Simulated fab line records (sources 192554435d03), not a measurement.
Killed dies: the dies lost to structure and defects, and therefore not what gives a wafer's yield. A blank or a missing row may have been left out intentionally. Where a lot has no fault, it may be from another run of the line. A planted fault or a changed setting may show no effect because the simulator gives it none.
Split-lot experiment -- flow n5Finfet -- route with 1938 steps; 7 lots, 21 wafers read

== THE SPLIT ==
At N5_BEOL_M6_EXPOSE_25 (exposes mask V5, target cd 40 nm), the setting doseMj was moved away from the recipe's 45 on 7 of the 21 wafers read, by -5.3% to +6.3%. The other wafers ran this setting at the recipe's value.

== FROM THE SPLIT TO THE READING: what the file shows between them, 2 steps ==
- N5_BEOL_M6_PEB_26: peb time 60 s
- N5_BEOL_M6_DEVELOP_27: develop time 30 s

== THE READING ==
cdNm, in nm, at N5_BEOL_M6_CD_MEAS_28 (target cd 40 nm). On this fab line, fault-free wafers typically give 40.02 nm with a standard deviation of 0.23 nm.

wafer,"tool, chamber at the split",doseMj as run,against the recipe,"cdNm, nm",against lot-mates on the recipe
L077.4,"euvScanner-02, 0",45,recipe,40.44,-
L077.5,"euvScanner-02, 0",45,recipe,40.24,-
L077.6,"euvScanner-02, 0",47.82,+6.3%,41.55,+1.21
L081.1,"euvScanner-02, 0",45,recipe,40.15,-
L081.5,"euvScanner-02, 0",45,recipe,40.10,-
L081.6,"euvScanner-02, 0",45,recipe,40.37,-
L083.3,"euvScanner-01, 0",43.83,-2.6%,39.43,-0.42
L083.4,"euvScanner-01, 0",45,recipe,39.91,-
L083.6,"euvScanner-01, 0",45,recipe,39.79,-
L084.4,"euvScanner-01, 0",45,recipe,40.03,-
L084.5,"euvScanner-01, 0",45,recipe,39.79,-
L084.6,"euvScanner-01, 0",45,recipe,39.88,-
L088.2,"euvScanner-02, 0",45,recipe,39.89,-
L088.5,"euvScanner-02, 0",42.61,-5.3%,38.15,-1.85
L088.6,"euvScanner-02, 0",45,recipe,40.12,-
L093.2,"euvScanner-02, 0",47.22,+4.9%,41.48,+1.19
L093.3,"euvScanner-02, 0",47.22,+4.9%,41.35,+1.06
L093.5,"euvScanner-02, 0",45,recipe,40.29,-
L097.2,"euvScanner-02, 0",46.59,+3.5%,41.27,+0.93
L097.4,"euvScanner-02, 0",46.59,+3.5%,40.92,+0.58
L097.5,"euvScanner-02, 0",45,recipe,40.34,-

FIT RESULTS
A straight line over all 21 wafers: cdNm changes by +0.283 nm for each +1% of doseMj; r = +0.96; the points scatter about the line by 0.23 nm.
The same after taking each lot's own level away (the mean of its wafers on the recipe; 21 wafers): +0.241 nm for each +1%; r = +0.96; scatter 0.18 nm.
On that fit, the largest move of doseMj shifts the reading by 1.5 nm.
From 39.850 to 40.340 nm: that is the span of the lots' own levels, equal to 2.1 times the standard deviation above.
Hence the slope depends on the lot-to-lot level, as the two fits are not the same.
Check: for one of the wafers moved furthest among these (+6.3%), held out of the fit, the line's prediction against its lot-mates is +1.56 nm. It came out at +1.21 nm against them.

== FURTHER SPLITS ON THESE WAFERS ==
Note: prior to the reading, these wafers also went through further splits. Each is held against what the fit with the lots' levels taken away leaves over:
other split on the same wafers,wafers away from the commonest value,r with cdNm (lot level and that fit taken away)
N5_BEOL_M4_TRENCH_ETCH_37 sourceW,5,-0.20
N5_BEOL_M5_COAT_65 spinRpm,7,-0.02
N5_BEOL_M5_COAT_66 spinRpm,3,-0.19

== THE WHOLE CHAIN: every reading that the file lists as answering this split, in the file's order ==
step,what it does,reading,change (the file's fit),r (the file's)
N5_BEOL_M6_CD_MEAS_28,target cd 40 nm,cdNm,+0.241 nm for each +1% of the setting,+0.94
N5_BEOL_M6_DESCUM_33,"chemistry O2, time 7 s","BEOL_M6.cdNm (the simulator's own value, which no gauge read)",+0.252 nm for each +1% of the setting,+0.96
N5_BEOL_M6_ETCH_72,"etches underlayer in N2/H2, target depth 6.5 nm, time 5.2 s","BEOL_M6.cdNm (the simulator's own value, which no gauge read)",+0.236 nm for each +1% of the setting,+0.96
N5_BEOL_M6_ETCH_66,"etches SOC in N2/H2, target depth 80 nm, overetch 16 nm, time 120 s","BEOL_M6.cdNm (the simulator's own value, which no gauge read)",+0.232 nm for each +1% of the setting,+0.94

== FILE'S OWN FIT ==
cdNm changes by +0.241 nm for each +1% of doseMj, r = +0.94.
